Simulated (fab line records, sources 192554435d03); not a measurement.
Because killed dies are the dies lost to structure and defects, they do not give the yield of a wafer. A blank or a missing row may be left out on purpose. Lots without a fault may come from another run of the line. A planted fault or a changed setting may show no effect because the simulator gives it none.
Tool commonality check + flow n5-finfet + 30 wafers sampled across 10 lots

WHY IT WAS OPENED
On 2 of the 10 lots, a flag is raised at N5_BEOL_M2_INSPECT_13 on the reading raw-defect-count. Wafers without a fault read 413, standard deviation 100.
Rule: a lot is flagged in two cases, either no wafer of it has a number, or all its wafers with numbers fall more than 4 standard deviations from that mean. As for the other lots, they are considered sound.

| lot  | measured     | on                | raw-defect-count, wafer by wafer | flag    |
|------|--------------|-------------------|----------------------------------|---------|
| L366 | day 7 12:55  | defect-inspect-02 | 314 260 366                      |         |
| L368 | day 7 13:20  | defect-inspect-02 | 420 461 498                      |         |
| L367 | day 7 17:36  | defect-inspect-01 | 333 343 234                      |         |
| L369 | day 7 18:32  | defect-inspect-01 | 1108 1154 1081                   | FLAGGED |
| L373 | day 9 04:31  | defect-inspect-01 | 1324 1250 1210                   | FLAGGED |
| L381 | day 11 15:26 | defect-inspect-01 | 320 211 462                      |         |
| L382 | day 11 18:37 | defect-inspect-01 | 307 307 336                      |         |
| L383 | day 11 22:02 | defect-inspect-01 | 333 270 351                      |         |
| L384 | day 12 00:00 | defect-inspect-02 | 515 322 461                      |         |
| L386 | day 12 14:22 | defect-inspect-01 | 234 429 322                      |         |
On average the flagged lots' numbers are 1188, which is +775 against the usual, or +8 standard deviations.

LOT BY LOT: THE TOOL USED
The record holds 2 process steps before the reading, out of a route of 1938 steps. Read each cell as the tool, then ch plus the chambers that the sampled wafers visited, then the start.
| lot  | flag    | N5_BEOL_M1_PRE_CLEAN_60         | N5_BEOL_M2_PECVD_72             |
|------|---------|---------------------------------|---------------------------------|
| L366 |         | cvd-co-01 ch 0,1, day 7 11:23   | pecvd-04 ch 0,1, day 7 11:49    |
| L368 |         | cvd-co-02 ch 0,1, day 7 12:22   | pecvd-04 ch 0, day 7 12:46      |
| L367 |         | cvd-co-02 ch 0,2, day 7 13:05   | pecvd-04 ch 0,1, day 7 13:32    |
| L369 | FLAGGED | cvd-co-01 ch 1,2, day 7 17:33   | pecvd-04 ch 0,1, day 7 17:58    |
| L373 | FLAGGED | cvd-co-02 ch 0,1,2, day 9 01:29 | pecvd-04 ch 0,1, day 9 01:53    |
| L381 |         | cvd-co-02 ch 0,2, day 11 12:25  | pecvd-01 ch 0,2, day 11 12:48   |
| L382 |         | cvd-co-02 ch 0,2, day 11 15:25  | pecvd-01 ch 0,2, day 11 15:49   |
| L383 |         | cvd-co-01 ch 0,1, day 11 19:32  | pecvd-01 ch 1,2, day 11 19:58   |
| L384 |         | cvd-co-01 ch 0,1, day 11 22:32  | pecvd-04 ch 0,1, day 11 22:59   |
| L386 |         | cvd-co-02 ch 1,2, day 12 11:36  | pecvd-01 ch 0,1,2, day 12 11:59 |
What is done by these steps:
- N5_BEOL_M1_PRE_CLEAN_60: time 15 s.
- N5_BEOL_M2_PECVD_72: deposits SiO2 from TEOS/O2, target thk 16 nm, time 18 s.
- N5_BEOL_M2_INSPECT_13: inspects for defects (brightfield).

FLAGGED OVER TOTAL, TOOL BY TOOL (the gauges that took the reading come last)
| step                    | tool              | lots run | flagged | share of the flagged lots | sound lots run after its first flagged lot |
|-------------------------|-------------------|----------|---------|---------------------------|--------------------------------------------|
| N5_BEOL_M1_PRE_CLEAN_60 | cvd-co-01         | 4        | 1       | some                      | 2 (L383,L384)                              |
| N5_BEOL_M1_PRE_CLEAN_60 | cvd-co-02         | 6        | 1       | some                      | 3 (L381,L382,L386)                         |
| N5_BEOL_M2_PECVD_72     | pecvd-01          | 4        | 0       | none                      | -                                          |
| N5_BEOL_M2_PECVD_72     | pecvd-04          | 6        | 2       | all                       | 1 (L384)                                   |
| N5_BEOL_M2_INSPECT_13   | defect-inspect-01 | 7        | 2       | all                       | 4 (L381,L382,L383,L386)                    |
| N5_BEOL_M2_INSPECT_13   | defect-inspect-02 | 3        | 0       | none                      | -                                          |

WHAT IS ALLOWED BY THE TABLE
pecvd-04 at N5_BEOL_M2_PECVD_72 and defect-inspect-01 at N5_BEOL_M2_INSPECT_13 are the 2 rows of the table that ran each flagged lot.
- pecvd-04 at N5_BEOL_M2_PECVD_72 ran 6 lots, 2 of them flagged. After the first flagged lot (L384), sound lots still ran on it; a lasting fault on the whole tool would not permit that.
- defect-inspect-01 at N5_BEOL_M2_INSPECT_13 ran 7 lots, 2 of them flagged. After the first flagged lot (L381, L382, L383, L386), sound lots still ran on it; a lasting fault on the whole tool would not permit that.
No row of the table ran every flagged lot and no sound lot after the first.

WHAT HAD BEEN PUT IN BY THE SIMULATOR
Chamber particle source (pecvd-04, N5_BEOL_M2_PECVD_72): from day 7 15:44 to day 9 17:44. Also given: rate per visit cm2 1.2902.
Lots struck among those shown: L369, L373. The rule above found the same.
